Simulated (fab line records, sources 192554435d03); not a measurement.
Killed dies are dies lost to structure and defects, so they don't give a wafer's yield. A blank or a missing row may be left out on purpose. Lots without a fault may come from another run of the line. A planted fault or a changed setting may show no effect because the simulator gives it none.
Chamber matching | flow n5_finfet | N5_MOL_CONTACT_COAG_ALD_20 on ald_metal-01: 4 sister chambers
The step deposits TiN, target thk 1.5 nm, pulse time 1 s, purge time 3 s. 8 wafers are shown with their chamber, then 12 later ones without.

WAFERS WITH THEIR CHAMBER
wafer  | chamber | heater_power_w (W) | precursor_pulse_height_rel
L078.6 | 0       | 694                | 0.987
L080.6 | 3       | 968                | 0.963
L081.4 | 3       | 982                | 0.993
L082.3 | 0       | 687                | 0.992
L082.6 | 1       | 1146               | 0.976
L084.1 | 1       | 1137               | 0.997
L084.3 | 2       | 862                | 0.990
L084.5 | 2       | 878                | 1.009

WAFERS WITHOUT THEIR CHAMBER
wafer  | heater_power_w (W) | precursor_pulse_height_rel
L086.2 | 1156               | 0.979
L086.4 | 859                | 1.014
L086.5 | 700                | 1.028
L087.1 | 858                | 0.995
L087.4 | 979                | 0.976
L087.5 | 688                | 0.979
L091.2 | 1113               | 0.952
L091.5 | 889                | 0.995
L091.6 | 978                | 1.022
L093.1 | 861                | 0.975
L093.2 | 1153               | 1.019
L093.6 | 883                | 0.983

WHICH CHAMBER EACH WENT THROUGH
wafer  | from the rows above | in truth
L086.2 | 1                   | 1
L086.4 | 2                   | 2
L086.5 | 0                   | 0
L087.1 | 2                   | 2
L087.4 | 3                   | 3
L087.5 | 0                   | 0
L091.2 | 1                   | 1
L091.5 | 2                   | 2
L091.6 | 3                   | 3
L093.1 | 2                   | 2
L093.2 | 1                   | 1
L093.6 | 2                   | 2
Placed correctly: 12 of 12. Can't be placed from these rows: 0. Placed wrongly: 0.
How it was worked out, from the rows above alone: a wafer's distance from a chamber is the root of the sum, over the readings, of the square of ((its reading less the chamber's mean) divided by the reading's scatter). The wafer belongs to the nearest chamber; if the next one is less than 2 further off, it can't be placed. A chamber's mean is the mean of its shown wafers. The scatter: the root of (the sum of the squares of (reading less its chamber's mean) over the shown wafers, divided by (wafers less chambers)).
